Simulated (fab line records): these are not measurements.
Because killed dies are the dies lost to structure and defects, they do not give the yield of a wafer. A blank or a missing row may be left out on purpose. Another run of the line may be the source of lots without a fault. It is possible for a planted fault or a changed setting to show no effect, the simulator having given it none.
Struck lot and sound lot, side by side || flow nand-harc || 13 out of 1159 route steps
Sound: the wafers L999.2, L999.4, L999.5. Wafers struck: L111.2, L111.4, L111.6. The cause is given at the end.
For every step that has rows: the tool of each side, followed by ch and its chambers, followed by its first start. Under that, the readings that differ: sound wafers || struck wafers || difference of the means || sigmas: that difference in standard deviations of wafers without a fault.
alike: same words and numbers on both sides, and readings whose means sit less than 2 such deviations apart. not compared: any withheld reading, any reading some wafer has no value for, any bound like >300 that may hide the same value, and any number with overlapping values for which the record gives no deviation.
Wherever a step has rows on one side only, a row that says differs or no value, or a row with sigmas, the two part there. Non-overlapping numbers with no deviation appear without sigmas and do not part them. A reading missing from all wafers of one side parts the sides only when that side holds two or more wafers.

first, 1 step without rows for these wafers: NHARC_P_M1_PRE_CLEAN_30 (time 30 s).
NHARC_P_M1_PVD_20: deposits TaN, target thk 5 nm, time 8.06 s.
  sound on pvd-sputter-01; struck on pvd-sputter-01
  alike: throttle-valve-pct
then, 2 steps without rows for these wafers: NHARC_P_M1_PVD_21 (deposits Cu, target thk 30 nm, time 20.49 s); NHARC_P_M1_ECD_22 (material Cu, target thk 400 nm).
NHARC_P_M1_ANNEAL_31: time 90 s.
  sound on rtp-anneal-02 ch 0, day 6 13:13; struck on rtp-anneal-01 ch 0, day 9 06:34
  alike: anneal-temp-c, wafer_temp_C_max
NHARC_P_M1_CMP_23: polishes, t overpolish 20 s, target thk 157.82 nm.
  sound on cmp-02 ch 0,3, day 6 13:30; struck on cmp-02 ch 0,2,3, day 9 06:53
  alike: motor-current-A, time-to-endpoint-s
NHARC_P_M1_THK_MEAS_24: measures by xrf.
  sound on film-metro-01 at day 6 13:49; struck on film-metro-01 at day 9 07:10
  alike: thk-nm
then, 1 step without rows for these wafers: NHARC_P_M1_SRD_25.
NHARC_P_M1_INSPECT_27:
  sound on defect-inspect-01 at day 6 13:58; struck on defect-inspect-02 at day 9 07:20
  alike: raw-defect-count
NHARC_P_M1_PRE_CLEAN_32: time 12 s.
  sound on pecvd-01 ch 0,1, day 6 14:02; struck on pecvd-03 ch 0,1,2, day 9 07:24
  alike: heater-power-w
NHARC_P_M1_DEP_33: deposits SiCN, target thk 30 nm.
  sound on pecvd-01 ch 0,1, day 6 14:07; struck on pecvd-03 ch 0,1,2, day 9 07:29
  alike: chamber-pressure-Torr, heater-power-outer-w, heater-power-w
NHARC_P_M2_DEP_00: deposits SiOC, target thk 182.5 nm.
  sound on pecvd-03 ch 0,2, day 6 14:36; struck on pecvd-01 ch 0,1,2, day 9 07:58
  no value came back on the struck wafers for chamber-pressure-Torr (Torr), rf-fwd-power-W (W); on the sound wafers chamber-pressure-Torr (Torr) reads 4.994 5.005 4.991
then, 1 step without rows for these wafers: NHARC_P_M2_DEHYDRATE_01 (time 120 s).

## WHERE THEY PART
Only at NHARC_P_M2_DEP_00, as far as this record shows.

WHY: what the simulator had put in
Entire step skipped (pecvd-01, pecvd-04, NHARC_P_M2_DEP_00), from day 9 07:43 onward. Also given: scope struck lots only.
